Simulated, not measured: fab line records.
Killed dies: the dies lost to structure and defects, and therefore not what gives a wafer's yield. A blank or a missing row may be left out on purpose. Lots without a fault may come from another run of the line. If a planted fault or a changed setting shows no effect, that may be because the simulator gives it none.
fab line records	flow n5_finfet
[record] lots = 10	wafers = 28	last_day = 18
route steps=1938 shown BEOL_M2@928 BEOL_M3@931 BEOL_M4@1111 PASSIVATION@1936
lots that met no fault: from a run of the same line without faults
start_h: hours from the record's first day to the start of the lot's first wafer shown	wait_h: hours elapsed since this lot's preceding step	" the same as in the row above	L1.1+2: one row covering several wafers at once	- no value present, or no start provided	* or withheld: withheld	< > ~ a bound
route shown NAME@n: names a module that has steps shown in the file, with the first one's number in the route	usual: mean and standard deviation over wafers with no fault	same: alike in all rows	chamber/n: place in a boat	sites: readings site by site	_std_site: how widely they spread, as a standard deviation	_edge_site: inner sites' mean taken away from outer sites' mean	radius_mm: for every site, how far away it sits from the centre of the wafer	mask NAME#n: copy n	behind: tool/chamber where the wafer was last shaped	hold: why the lot was held/for how many hours/how that ended	device: the transistor (n, p or np) that didn't switch	end of line: tests of these same wafers at the route's end	a step with no rows: only its recipe	killed: at the first sort, the dies lost to defects and structure; wafer yield is something else	map: a wafer's dies, marking killed ones x, the rest . and places with no die _
set.NAME: the setting that was run; set.NAME@STEP: the one run at that earlier step	model.NAME: the simulator's own value behind a step, which no gauge read
one table for each step of the route and one row for each wafer, over a sample of lots
services: from which hour (start_h, from the record's first day; less than 0 if before it) a tool's chamber was out of use, for how many hours, and why
[[steps]]
[step N5_BEOL_M2_DEP_57]
[recipe] material = SiCN	target_thk_a = 80	temp_c = withheld	precursor = 3MS/NH3	pressure_torr = 3	rf_w = 202	time_s = 14
[usual] showerhead_plenum_p_Torr = 3.672/0.013	throttle_valve_pct = 8.8/0.36
lot.wafer	tool	chamber	start_h	wait_h	showerhead_plenum_p_Torr	throttle_valve_pct
L811.1	pecvd-03	1	142.27	0.0	3.677	8.3
L811.2	"	0	"	"	3.687	8.8
L811.5	"	1	"	"	3.675	8.4
L812.3	pecvd-04	0	147.18	0.0	3.661	8.7
L812.4	"	2	"	"	3.658	8.1
L812.5	"	1	"	"	3.640	8.5
L813.1	pecvd-01	2	149.26	0.0	3.660	8.6
L813.2	"	1	"	"	3.683	8.5
L813.3	"	0	"	"	3.667	8.9
L815.1	pecvd-03	0	164.71	0.0	3.692	9.0
L815.3	"	1	"	"	3.667	8.5
L815.4	"	0	"	"	3.687	9.0
L820.2	pecvd-03	0	196.74	0.0	3.691	8.7
L820.3	"	0	"	"	3.690	8.8
L820.6	"	0	"	"	3.688	9.1
L823.4	pecvd-03	0	221.57	0.0	3.676	8.8
L823.6	"	1	"	"	3.674	8.4
L826.2	pecvd-04	1	251.03	0.0	3.656	8.2
L826.5	"	2	"	"	3.662	8.1
L826.6	"	0	"	"	3.656	8.8
L830.1	pecvd-04	2	264.72	0.0	3.663	8.3
L830.4	"	2	"	"	3.668	8.1
L830.5	"	1	"	"	3.647	9.0
L832.4	pecvd-03	0	271.76	0.0	3.684	8.9
L832.5	"	2	"	"	3.676	8.3
L834.2	pecvd-04	0	303.35	0.0	3.654	8.6
L834.4	"	1	"	"	3.645	8.6
L834.5	"	0	"	"	3.648	8.9
[step N5_BEOL_M3_ILD_DEP_00]
[recipe] material = SiOC	target_thk_a = 790	temp_c = 350	precursor = DEMS/O2	pressure_torr = 5	rf_w = 500	time_s = 15.3
[usual] heater_power_outer_w = 258/37	heater_power_w = 474/49	showerhead_plenum_p_Torr = 5.691/0.013	throttle_valve_pct = 11.7/0.54
lot.wafer	tool	chamber	start_h	wait_h	heater_power_outer_w	heater_power_w	showerhead_plenum_p_Torr	throttle_valve_pct
L811.1	pecvd-01	0	142.40	0.0	260	468	5.691	11.8
L811.2	"	1	"	"	258	459	5.701	11.4
L811.5	"	2	"	"	207	406	5.711	11.5
L812.3	pecvd-04	2	147.31	0.0	303	551	5.688	10.3
L812.4	"	2	"	"	307	555	5.691	10.7
L812.5	"	0	"	"	299	466	5.678	10.9
L813.1	pecvd-02	2	149.39	0.0	283	514	5.681	12.1
L813.2	"	0	"	"	247	427	5.681	11.7
L813.3	"	1	"	"	256	497	5.708	12.5
L815.1	pecvd-02	2	164.84	0.0	267	494	5.671	12.0
L815.3	"	1	"	"	305	550	5.713	12.5
L815.4	"	0	"	"	286	489	5.685	12.0
L820.2	pecvd-02	0	196.89	0.0	284	495	5.686	12.2
L820.3	"	2	"	"	265	512	5.682	11.9
L820.6	"	0	"	"	278	482	5.685	12.5
L823.4	pecvd-04	1	221.72	0.1	236	460	5.676	11.2
L823.6	"	0	"	"	309	463	5.687	11.3
L826.2	pecvd-02	1	251.16	0.0	261	502	5.709	12.6
L826.5	"	2	"	"	275	518	5.696	11.9
L826.6	"	0	"	"	215	391	5.694	12.0
L830.1	pecvd-01	0	264.86	0.0	289	513	5.704	11.6
L830.4	"	2	"	"	216	438	5.703	11.8
L830.5	"	1	"	"	222	417	5.707	11.5
L832.4	pecvd-04	1	271.90	0.1	252	483	5.673	11.2
L832.5	"	0	"	"	271	442	5.691	11.6
L834.2	pecvd-02	2	303.48	0.0	204	432	5.673	11.8
L834.4	"	1	"	"	266	508	5.691	12.5
L834.5	"	2	"	"	211	441	5.694	11.9
[step N5_BEOL_M3_THK_MEAS_01]
[recipe] reads = SiOC_of_BEOL_M3_ILD_DEP_00
[usual] M3_ILD_THK = 79.4/1.2
lot.wafer	tool	chamber	start_h	wait_h	M3_ILD_THK[nm]
L811.1	film_metro-02	-	142.47	0.0	79.6
L811.2	"	-	"	"	77.4
L811.5	"	-	"	"	81.1
L812.3	film_metro-01	-	147.38	0.1	77.4
L812.4	"	-	"	"	80.1
L812.5	"	-	"	"	80.6
L813.1	film_metro-01	-	149.46	0.0	79.5
L813.2	"	-	"	"	77.6
L813.3	"	-	"	"	79.7
L815.1	film_metro-01	-	164.91	0.0	78.3
L815.3	"	-	"	"	78.4
L815.4	"	-	"	"	78.7
L820.2	film_metro-01	-	196.95	0.1	79.3
L820.3	"	-	"	"	79.0
L820.6	"	-	"	"	79.9
L823.4	film_metro-02	-	221.78	0.0	79.0
L823.6	"	-	"	"	80.4
L826.2	film_metro-02	-	251.23	0.1	79.0
L826.5	"	-	"	"	80.3
L826.6	"	-	"	"	78.0
L830.1	film_metro-01	-	264.93	0.0	80.1
L830.4	"	-	"	"	80.4
L830.5	"	-	"	"	79.4
L832.4	film_metro-02	-	271.96	0.0	78.6
L832.5	"	-	"	"	79.4
L834.2	film_metro-02	-	303.55	0.1	79.3
L834.4	"	-	"	"	82.3
L834.5	"	-	"	"	80.6
[step N5_BEOL_M3_EXPOSE_08]
[recipe] mask_id = M3	na = 0.33	source_shape = dipole	sigma_inner = 0.369	sigma_outer = 0.767	polarization = unpolarized	dose_mj = 33
[usual] exposure_dose_mJ_cm2 = 32.99/0.034
[same] sigma_inner = 0.369
lot.wafer	tool	chamber	start_h	wait_h	mask	exposure_dose_mJ_cm2
L811.1	euv_scanner-01	0	144.75	-	M3#0	32.98
L811.2	"	0	"	"	M3#0	32.98
L811.5	"	0	"	"	M3#0	33.05
L812.3	euv_scanner-01	0	148.94	-	M3#0	33.01
L812.4	"	0	"	"	M3#0	33.01
L812.5	"	0	"	"	M3#0	32.96
L813.1	euv_scanner-01	0	151.57	-	M3#0	32.94
L813.2	"	0	"	"	M3#0	33.00
L813.3	"	0	"	"	M3#0	32.95
L815.1	euv_scanner-02	0	168.70	-	M3#0	33.03
L815.3	"	0	"	"	M3#0	33.06
L815.4	"	0	"	"	M3#0	33.02
L820.2	euv_scanner-02	0	198.02	-	M3#0	32.99
L820.3	"	0	"	"	M3#0	32.96
L820.6	"	0	"	"	M3#0	33.02
L823.4	euv_scanner-01	0	222.69	-	M3#0	32.99
L823.6	"	0	"	"	M3#0	32.97
L826.2	euv_scanner-01	0	252.57	-	M3#0	30.88
L826.5	"	0	"	"	M3#0	30.84
L826.6	"	0	"	"	M3#0	30.86
L830.1	euv_scanner-01	0	268.35	-	M3#0	31.65
L830.4	"	0	"	"	M3#0	31.63
L830.5	"	0	"	"	M3#0	31.59
L832.4	euv_scanner-02	0	272.52	-	M3#0	33.01
L832.5	"	0	"	"	M3#0	33.02
L834.2	euv_scanner-02	0	304.10	-	M3#0	32.97
L834.4	"	0	"	"	M3#0	33.00
L834.5	"	0	"	"	M3#0	32.99
[step N5_BEOL_M3_CD_MEAS_11]
[recipe] target_cd_nm = 17.05	landing_energy_ev = 500	detector = se_inlens	polarity = opening
[usual] cd_nm = 17.05/0.28
lot.wafer	tool	chamber	start_h	wait_h	cd_nm
L811.1	cd_sem-02	0	144.88	-	16.80
L811.2	"	0	"	"	17.32
L811.5	"	0	"	"	17.35
L812.3	cd_sem-02	0	149.05	-	17.37
L812.4	"	0	"	"	17.11
L812.5	"	0	"	"	16.85
L813.1	cd_sem-02	0	151.69	-	17.01
L813.2	"	0	"	"	16.86
L813.3	"	0	"	"	16.78
L815.1	cd_sem-01	0	168.82	-	16.81
L815.3	"	0	"	"	16.65
L815.4	"	0	"	"	16.72
L820.2	cd_sem-03	0	198.14	-	17.11
L820.3	"	0	"	"	17.65
L820.6	"	0	"	"	17.62
L823.4	cd_sem-02	0	222.80	-	16.90
L823.6	"	0	"	"	16.91
L826.2	cd_sem-01	0	252.69	-	15.52
L826.5	"	0	"	"	15.95
L826.6	"	0	"	"	15.69
L830.1	cd_sem-02	0	268.48	-	16.47
L830.4	"	0	"	"	16.79
L830.5	"	0	"	"	16.52
L832.4	cd_sem-03	0	272.63	-	16.79
L832.5	"	0	"	"	17.08
L834.2	cd_sem-02	0	304.23	-	17.21
L834.4	"	0	"	"	16.90
L834.5	"	0	"	"	17.21
[step N5_BEOL_M4_RC_MEAS_101]
[usual] DIBL_N = 36.2/2.2	DIBL_P = 36.5/3	IOFF_N = 0.16/0.039	IOFF_P = 0.22/0.047	ION_N = 675/15	ION_P = 463/10	SS_N = 71.6/0.71	SS_P = 73.4/0.94	VT_N = 250/3.6	VT_P = -250/3.9
lot.wafer	tool	chamber	start_h	wait_h	DIBL_N[mV/V]	DIBL_P[mV/V]	IOFF_N[nA/um]	IOFF_P[nA/um]	ION_N[uA/um]	ION_P[uA/um]	SS_N[mV/dec]	SS_P[mV/dec]	VT_N[mV]	VT_P[mV]
L811.1	prober-01	0	161.40	0.0	32.5	32.4	0.11	0.16	650	452	70.7	72.4	252	-253
L811.2	"	0	"	"	36.8	37.7	0.20	0.25	690	468	71.8	74.1	241	-249
L811.5	"	0	"	"	35.2	36.3	0.17	0.22	677	463	71.6	72.6	247	-248
L812.3	prober-01	0	167.53	0.3	36.4	33.6	0.14	0.17	661	450	71.7	72.8	251	-255
L812.4	"	0	"	"	34.3	31.7	0.12	0.16	666	458	71.3	72.0	249	-254
L812.5	"	0	"	"	34.3	31.1	0.12	0.14	654	450	71.8	72.2	251	-253
L813.1	prober-02	0	169.20	0.0	35.0	34.9	0.13	0.22	644	451	71.5	73.5	255	-250
L813.2	"	0	"	"	34.3	32.9	0.11	0.16	654	455	70.7	72.8	255	-253
L813.3	"	0	"	"	33.8	33.2	0.13	0.18	670	464	70.5	73.0	250	-250
L815.1	prober-02	0	194.60	0.0	35.1	35.7	0.14	0.18	664	451	71.3	73.3	253	-254
L815.3	"	0	"	"	35.4	37.1	0.15	0.21	678	468	71.5	73.0	250	-250
L815.4	"	0	"	"	32.2	32.7	0.10	0.16	650	450	70.5	72.2	257	-253
L820.2	prober-02	0	223.02	0.2	40.5	43.2	0.26	0.26	697	459	72.7	74.4	244	-251
L820.3	"	0	"	"	36.6	39.1	0.15	0.20	676	455	71.8	74.3	252	-254
L820.6	"	0	"	"	38.3	40.2	0.21	0.20	686	452	71.9	73.9	246	-253
L823.4	prober-02	0	248.73	0.5	36.6	35.0	0.16	0.21	664	459	71.3	73.4	251	-250
L823.6	"	0	"	"	33.4	33.1	0.12	0.20	676	476	71.6	72.1	256	-250
L832.4	prober-01	0	289.51	0.5	37.0	38.9	0.16	0.22	673	455	71.2	73.2	251	-252
L832.5	"	0	"	"	37.9	40.3	0.17	0.23	672	460	72.0	73.9	251	-250
L830.1	prober-02	0	289.62	0.0	32.2	32.2	0.12	0.19	669	476	70.6	71.6	251	-247
L830.4	"	0	"	"	35.6	35.7	0.16	0.24	678	466	71.2	72.7	248	-244
L830.5	"	0	"	"	36.5	37.0	0.18	0.29	686	475	71.6	73.8	244	-240
L834.2	prober-01	0	321.09	0.2	34.2	36.4	0.15	0.21	678	460	71.5	74.1	248	-249
L834.4	"	0	"	"	36.0	37.1	0.18	0.22	682	462	71.9	73.2	246	-250
L834.5	"	0	"	"	32.6	33.2	0.12	0.17	665	457	71.3	72.6	251	-254
[step N5_PASSIVATION_PROBE_49]
[usual] defect_limited_yield = 91.5/1.5	killed_at_M0_to_M3 = 32/10	killed_at_M4_up = 13/4.9	killed_at_contacts = 13/6.1	killed_at_front_end = 38/11	killed_at_other = 3/3.2	killed_dies = 101/18	killed_on_rim = 13/4.4	killed_open = 66/13	killed_short = 32/8.3	sort_bin_4_leakage = 0.00/0.018	sort_bin_5_function = 5.0/1	sort_bin_6_memory = 3.2/0.74	sort_bin_8_speed = 0.1/1.1	sort_n_pass = 1078/22
[same] gross_dies = 1180	killed_at_back_side = 0
lot.wafer	tool	chamber	start_h	wait_h	defect_limited_yield[%]	killed_at_M0_to_M3	killed_at_M4_up	killed_at_contacts	killed_at_front_end	killed_at_other	killed_dies	killed_on_rim	killed_open	killed_short	sort_bin_4_leakage[%]	sort_bin_5_function[%]	sort_bin_6_memory[%]	sort_bin_8_speed[%]	sort_n_pass
L812.3	prober-01	-	268.89	0.1	94.1	14	4	10	40	2	70	11	39	29	0	3.0	2.5	0	1110
L812.4	prober-01	-	268.94	0.2	93.0	13	17	18	30	5	83	10	50	27	0	5.3	1.6	0	1097
L812.5	prober-01	-	268.99	0.2	92.8	14	11	18	41	1	85	13	58	26	0	4.8	2.3	0	1095
L811.1	prober-02	-	269.13	0.0	89.9	36	12	29	37	5	119	8	73	42	0	6.3	3.5	0	1061
L811.2	prober-02	-	269.18	0.1	88.3	63	12	18	44	1	138	19	93	41	0	6.1	5.0	0	1042
L811.5	prober-02	-	269.33	0.2	89.8	38	7	22	48	5	120	15	78	39	0	5.3	4.2	0	1060
L813.1	prober-01	-	281.43	0.0	91.6	27	17	13	42	0	99	8	66	28	0	4.7	3.6	0.1	1080
L813.2	prober-01	-	281.48	0.1	91.6	28	11	19	38	3	99	21	59	32	0	4.2	4.0	0	1081
L813.3	prober-01	-	281.53	0.1	92.5	35	11	11	31	1	89	11	58	28	0	4.6	2.6	0	1091
L815.1	prober-01	-	300.42	0.0	91.4	28	19	9	43	2	101	16	75	23	0	5.1	3.4	0	1079
L815.3	prober-01	-	300.52	0.1	91.8	50	10	12	23	2	97	17	67	29	0	3.9	4.0	0	1083
L815.4	prober-01	-	300.57	0.2	88.2	35	25	12	63	4	139	17	92	45	0	6.8	4.5	0	1041
L820.2	prober-01	-	333.62	0.3	93.3	29	10	7	33	0	79	7	43	31	0.17	3.8	2.4	0	1099
L820.3	prober-01	-	333.67	0.3	92.7	16	24	13	31	2	86	9	59	25	0	4.2	3.1	0	1094
L820.6	prober-01	-	333.82	0.5	92.9	21	12	15	27	9	84	9	63	18	0	4.3	2.8	0	1096
L823.4	prober-02	-	352.87	0.2	90.8	26	21	20	38	3	108	11	73	34	0	5.1	3.7	0	1072
L823.6	prober-02	-	352.97	0.3	91.4	42	7	17	33	3	102	11	64	35	0	5.2	3.0	0	1078
L826.2	prober-01	-	386.45	0.1	32.5	706	10	17	61	2	796	102	69	37	0	45.0	16.9	0	384
L826.5	prober-01	-	386.60	0.2	34.6	707	18	5	39	3	772	98	49	38	0	39.9	20.3	0	408
L826.6	prober-01	-	386.65	0.3	34.2	719	12	7	37	2	777	97	47	22	0	41.9	18.0	0.1	403
L832.4	prober-02	-	402.66	0.2	91.3	26	10	12	46	9	103	19	67	36	0	4.2	4.2	0	1077
L832.5	prober-02	-	402.71	0.2	90.8	29	17	15	43	5	109	12	67	42	0	5.4	3.2	0	1071
L830.1	prober-01	-	406.16	0.0	87.1	120	8	9	15	0	152	15	53	16	0	8.1	4.5	0.2	1028
L830.4	prober-01	-	406.31	0.2	83.5	135	13	10	36	1	195	22	68	40	0	10.3	5.6	0	985
L830.5	prober-01	-	406.36	0.2	84.5	123	7	10	42	1	183	28	56	31	0	9.2	5.3	0	997
L834.2	prober-02	-	430.68	0.1	93.5	26	8	11	23	9	77	6	47	29	0	3.2	2.9	0	1103
L834.4	prober-02	-	430.78	0.2	90.3	43	17	9	44	2	115	15	73	38	0	5.5	3.7	0	1065
L834.5	prober-02	-	430.83	0.2	92.1	34	9	7	37	6	93	15	56	35	0	4.2	3.5	0	1087
// killed by level:class
L812.3 FIN_SAQP:geometric_particle:short=13 FIN_SAQP:geometric_particle:open=7 STI_FIN_REVEAL:geometric_particle:open=7 MOL_CONTACT_COAG:geometric_particle:short=5 MOL_CONTACT_COAG:geometric_particle:open=5 BEOL_M0_SAQP:geometric_particle:open=4 BEOL_M3:geometric_particle:open=3 STARTING-WAFER:geometric_particle:short=3
L812.4 MOL_CONTACT_COAG:geometric_particle:open=14 FIN_SAQP:geometric_particle:open=7 BEOL_M4:geometric_particle:open=6 FIN_SAQP:geometric_particle:short=5 STI_FIN_REVEAL:geometric_particle:open=5 MOL_CONTACT_COAG:geometric_particle:short=4 BEOL_M3:geometric_particle:open=4 PASS1_CAP:geometric_particle:short=3
L812.5 FIN_SAQP:geometric_particle:open=15 MOL_CONTACT_COAG:geometric_particle:open=14 FIN_SAQP:geometric_particle:short=8 STI_FIN_REVEAL:geometric_particle:open=5 MOL_CONTACT_COAG:geometric_particle:short=4 BEOL_M0_SAQP:geometric_particle:open=4 STI_FIN_REVEAL:geometric_particle:short=3 BEOL_M3:geometric_particle:open=3
L811.1 MOL_CONTACT_COAG:geometric_particle:open=22 BEOL_M0_SAQP:geometric_particle:open=13 BEOL_M0_SAQP:geometric_particle:short=10 DUMMY_GATE:geometric_particle:open=7 MOL_CONTACT_COAG:geometric_particle:short=7 FIN_SAQP:geometric_particle:short=6 BEOL_M4:geometric_particle:open=6 ILD0:geometric_particle:open=4
L811.2 MOL_CONTACT_COAG:geometric_particle:open=16 BEOL_M0_SAQP:geometric_particle:short=10 BEOL_M3:geometric_particle:open=10 FIN_SAQP:geometric_particle:short=8 STI_FIN_REVEAL:geometric_particle:open=8 BEOL_M1:geometric_particle:open=8 BEOL_M0_SAQP:geometric_particle:open=8 FIN_SAQP:geometric_particle:open=7
L811.5 MOL_CONTACT_COAG:geometric_particle:open=17 BEOL_M1:geometric_particle:open=11 STI_FIN_REVEAL:geometric_particle:open=10 FIN_SAQP:geometric_particle:open=9 GATE_CUT:geometric_particle:short=7 BEOL_M0_SAQP:geometric_particle:short=7 DUMMY_GATE:geometric_particle:open=5 BEOL_M0_SAQP:geometric_particle:open=5
L813.1 FIN_SAQP:geometric_particle:open=10 MOL_CONTACT_COAG:geometric_particle:open=9 STI_FIN_REVEAL:geometric_particle:open=7 BEOL_M0_SAQP:geometric_particle:short=7 BEOL_M1:geometric_particle:open=7 BEOL_M2:geometric_particle:open=6 BEOL_M4:geometric_particle:open=6 STARTING-WAFER:geometric_particle:open=6
L813.2 MOL_CONTACT_COAG:geometric_particle:open=14 FIN_SAQP:geometric_particle:open=11 STI_FIN_REVEAL:geometric_particle:short=6 STI_FIN_REVEAL:geometric_particle:open=6 FIN_SAQP:geometric_particle:short=5 BEOL_M1:geometric_particle:open=5 BEOL_M1:geometric_particle:short=5 MOL_CONTACT_COAG:geometric_particle:short=4
L813.3 STI_FIN_REVEAL:geometric_particle:open=11 BEOL_M1:geometric_particle:open=8 MOL_CONTACT_COAG:geometric_particle:open=8 BEOL_M0_SAQP:geometric_particle:short=7 BEOL_M0_SAQP:geometric_particle:open=6 GATE_CUT:geometric_particle:open=5 GATE_CUT:geometric_particle:short=4 BEOL_M2:geometric_particle:open=4
L815.1 STI_FIN_REVEAL:geometric_particle:open=18 MOL_CONTACT_COAG:geometric_particle:open=7 BEOL_M2:geometric_particle:open=7 BEOL_M3:geometric_particle:open=7 STARTING-WAFER:geometric_particle:open=6 STI_FIN_REVEAL:geometric_particle:short=5 BEOL_M5:geometric_particle:open=5 BEOL_M1:geometric_particle:open=5
L815.3 BEOL_M3:geometric_particle:open=16 MOL_CONTACT_COAG:geometric_particle:open=10 BEOL_M1:geometric_particle:open=7 BEOL_M3:geometric_particle:short=7 FIN_SAQP:geometric_particle:short=6 BEOL_M0_SAQP:geometric_particle:open=6 BEOL_M2:geometric_particle:open=5 BEOL_M4:geometric_particle:open=5
L815.4 STI_FIN_REVEAL:geometric_particle:open=15 FIN_SAQP:geometric_particle:short=13 BEOL_M3:geometric_particle:open=11 MOL_CONTACT_COAG:geometric_particle:open=10 BEOL_M1:geometric_particle:open=9 FIN_SAQP:geometric_particle:open=8 BEOL_M0_SAQP:geometric_particle:short=8 BEOL_M4:geometric_particle:open=8
L820.2 FIN_SAQP:geometric_particle:short=8 STI_FIN_REVEAL:geometric_particle:open=6 MOL_CONTACT_COAG:geometric_particle:open=6 BEOL_M3:geometric_particle:open=6 DUMMY_GATE:geometric_particle:open=5 BEOL_M2:geometric_particle:open=5 BEOL_M0_SAQP:geometric_particle:short=4 BEOL_M0_SAQP:geometric_particle:open=3
L820.3 MOL_CONTACT_COAG:geometric_particle:open=10 BEOL_M5:geometric_particle:open=7 BEOL_M4:geometric_particle:open=7 FIN_SAQP:geometric_particle:short=6 DUMMY_GATE:geometric_particle:open=5 BEOL_M3:geometric_particle:open=5 STARTING-WAFER:geometric_particle:open=5 BEOL_M1:geometric_particle:open=4
L820.6 MOL_CONTACT_COAG:geometric_particle:open=11 FIN_SAQP:geometric_particle:short=8 FIN_SAQP:geometric_particle:open=7 BEOL_M3:geometric_particle:open=7 MIM_TOP_ETCH:geometric_particle:open=6 DUMMY_GATE:geometric_particle:open=5 BEOL_M1:geometric_particle:open=4 BEOL_M4:geometric_particle:open=4
L823.4 MOL_CONTACT_COAG:geometric_particle:open=17 GATE_CUT:geometric_particle:short=8 BEOL_M3:geometric_particle:open=8 FIN_SAQP:geometric_particle:open=6 BEOL_M4:geometric_particle:open=6 BEOL_M0_SAQP:geometric_particle:open=5 BEOL_M5:geometric_particle:open=4 STI_FIN_REVEAL:geometric_particle:open=4
L823.6 MOL_CONTACT_COAG:geometric_particle:open=14 BEOL_M0_SAQP:geometric_particle:short=14 BEOL_M0_SAQP:geometric_particle:open=13 GATE_CUT:geometric_particle:short=8 BEOL_M3:geometric_particle:open=6 STI_FIN_REVEAL:geometric_particle:open=4 BEOL_M2:geometric_particle:open=4 FIN_SAQP:geometric_particle:open=3
L826.2 BEOL_M3:area_expose=678 FIN_SAQP:geometric_particle:open=15 MOL_CONTACT_COAG:geometric_particle:open=11 FIN_SAQP:geometric_particle:short=10 HKMG_FIN:area_etch=10 BEOL_M3:geometric_particle:open=8 BEOL_M1:geometric_particle:open=7 MOL_CONTACT_COAG:geometric_particle:short=6
L826.5 BEOL_M3:area_expose=683 FIN_SAQP:geometric_particle:short=10 BEOL_M1:geometric_particle:open=8 DUMMY_GATE:geometric_particle:open=5 BEOL_M4:geometric_particle:open=5 BEOL_M5:geometric_particle:open=5 FIN_SAQP:geometric_particle:open=4 STI_FIN_REVEAL:geometric_particle:short=4
L826.6 BEOL_M3:area_expose=688 HKMG_FIN:area_etch=17 MOL_CONTACT_COAG:geometric_particle:open=6 BEOL_M1:geometric_particle:open=6 BEOL_M0_SAQP:geometric_particle:open=5 BEOL_M0:geometric_particle:short=5 BEOL_M0_SAQP:geometric_particle:short=4 BEOL_M2:geometric_particle:open=4
L832.4 DUMMY_GATE:geometric_particle:open=11 FIN_SAQP:geometric_particle:open=10 BEOL_M0_SAQP:geometric_particle:short=9 MOL_CONTACT_COAG:geometric_particle:open=8 FIN_SAQP:geometric_particle:short=6 BEOL_M0_SAQP:geometric_particle:open=6 STI_FIN_REVEAL:geometric_particle:open=6 GATE_CUT:geometric_particle:short=5
L832.5 MOL_CONTACT_COAG:geometric_particle:open=11 BEOL_M0_SAQP:geometric_particle:open=9 BEOL_M0_SAQP:geometric_particle:short=9 FIN_SAQP:geometric_particle:open=8 STI_FIN_REVEAL:geometric_particle:open=8 BEOL_M4:geometric_particle:open=7 STARTING-WAFER:geometric_particle:open=6 FIN_SAQP:geometric_particle:short=5
L830.1 BEOL_M3:area_expose=79 MOL_CONTACT_COAG:geometric_particle:open=9 BEOL_M3:geometric_particle:open=9 BEOL_M1:geometric_particle:open=7 BEOL_M0_SAQP:geometric_particle:open=6 BEOL_M2:geometric_particle:open=6 FIN_SAQP:geometric_particle:open=5 BEOL_M0_SAQP:geometric_particle:short=3
L830.4 BEOL_M3:area_expose=86 BEOL_M3:geometric_particle:open=10 BEOL_M0_SAQP:geometric_particle:short=9 FIN_SAQP:geometric_particle:open=8 BEOL_M4:geometric_particle:open=8 STI_FIN_REVEAL:geometric_particle:open=8 BEOL_M2:geometric_particle:open=7 FIN_SAQP:geometric_particle:short=6
L830.5 BEOL_M3:area_expose=93 FIN_SAQP:geometric_particle:short=15 FIN_SAQP:geometric_particle:open=12 MOL_CONTACT_COAG:geometric_particle:open=9 STI_FIN_REVEAL:geometric_particle:open=8 BEOL_M1:geometric_particle:open=7 BEOL_M3:geometric_particle:open=6 BEOL_M0_SAQP:geometric_particle:short=6
L834.2 STI_FIN_REVEAL:geometric_particle:open=6 MOL_CONTACT_COAG:geometric_particle:open=6 BEOL_M0_SAQP:geometric_particle:open=6 BEOL_M2:geometric_particle:open=6 BEOL_M2:geometric_particle:short=6 MOL_CONTACT_COAG:geometric_particle:short=5 MIM_TOP:geometric_particle:short=5 FIN_SAQP:geometric_particle:short=3
L834.4 FIN_SAQP:geometric_particle:short=13 BEOL_M2:geometric_particle:open=12 FIN_SAQP:geometric_particle:open=11 BEOL_M3:geometric_particle:open=9 BEOL_M0_SAQP:geometric_particle:short=9 MOL_CONTACT_COAG:geometric_particle:open=8 BEOL_M0_SAQP:geometric_particle:open=8 BEOL_M5:geometric_particle:open=5
L834.5 STI_FIN_REVEAL:geometric_particle:open=8 BEOL_M3:geometric_particle:open=8 BEOL_M0_SAQP:geometric_particle:short=6 FIN_SAQP:geometric_particle:short=5 FIN_SAQP:geometric_particle:open=5 DUMMY_GATE:geometric_particle:open=4 MOL_CONTACT_COAG:geometric_particle:open=4 BEOL_M0_SAQP:geometric_particle:open=4
[[services]]
tool	chamber	start_h	hours	kind
pecvd-01	-	120.19	2.0	repair
pecvd-01	-	126.90	0.9	repair
euv_scanner-02	-	141.43	5.8	pm
euv_scanner-02	-	152.38	0.7	repair
euv_scanner-02	-	155.55	1.0	pm
euv_scanner-01	-	159.26	1.0	pm
euv_scanner-01	-	165.12	4.6	pm
pecvd-04	-	170.44	0.4	repair
euv_scanner-01	-	180.84	12.0	pm
pecvd-03	1	184.02	19.0	repair
pecvd-04	-	190.11	0.7	repair
euv_scanner-02	-	193.38	1.8	repair
pecvd-04	2	206.38	3.8	repair
euv_scanner-02	-	211.70	1.0	pm
euv_scanner-01	-	215.41	1.0	pm
euv_scanner-01	-	222.86	1.2	repair
pecvd-02	-	222.95	4.3	pm
euv_scanner-01	-	253.09	5.8	pm
euv_scanner-02	-	267.85	1.0	pm
pecvd-02	-	271.36	6.0	pm
euv_scanner-01	-	271.56	1.0	pm
euv_scanner-02	-	281.74	4.6	pm
pecvd-03	2	293.08	6.2	repair
euv_scanner-01	-	303.53	0.3	repair
[[key]]
[first_sign] step = N5_BEOL_M3_EXPOSE_08	reading = exposure_dose_mJ_cm2	direction = down	sigmas = 52	usual = 32.99	struck = 31.24
[effect] step = N5_BEOL_M3_CD_MEAS_11	reading = cd_nm	direction = down	sigmas = 3.1	usual = 17.05	struck = 16.16	through = control_loop
[effect] step = N5_PASSIVATION_PROBE_49	reading = killed_at_M0_to_M3	direction = up	sigmas = 39	usual = 32	struck = 418
[more_kills_born_at] N5_BEOL_M3_EXPOSE_08@euv_scanner-01 = 2307
met_at N5_BEOL_M3_EXPOSE_08
struck_lots L826,L830
later_rows_left_out L826.2,L826.5,L826.6
[loop_trim] step = N5_BEOL_M3_EXPOSE_08	setting = dose	lots = L830
[baseline_loss] step = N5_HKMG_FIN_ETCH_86	wafers = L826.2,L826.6
not_acting_at N5_BEOL_M2_DEP_57,N5_BEOL_M3_ILD_DEP_00,N5_BEOL_M3_THK_MEAS_01
onset_between 222.69 252.57
[fault] kind = process_parameter_drift	tool = euv_scanner-01	chamber = -	onset_h = 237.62	steps = N5_BEOL_M3_EXPOSE_08	channel = dose_mj	offset = -2.1047	shape = step	acts_in = these_recipes_only	stated = 33
// later_rows_left_out: the simulator's readings of these wafers behind a module that went badly wrong aren't trusted and aren't shown, but for the sort
// loop_trim: a control loop set the setting to another value than it would have without faults
// baseline_loss: these wafers lose ten dies or more at that step, a loss of the line's own and not of a fault; the sort's usual values leave them out
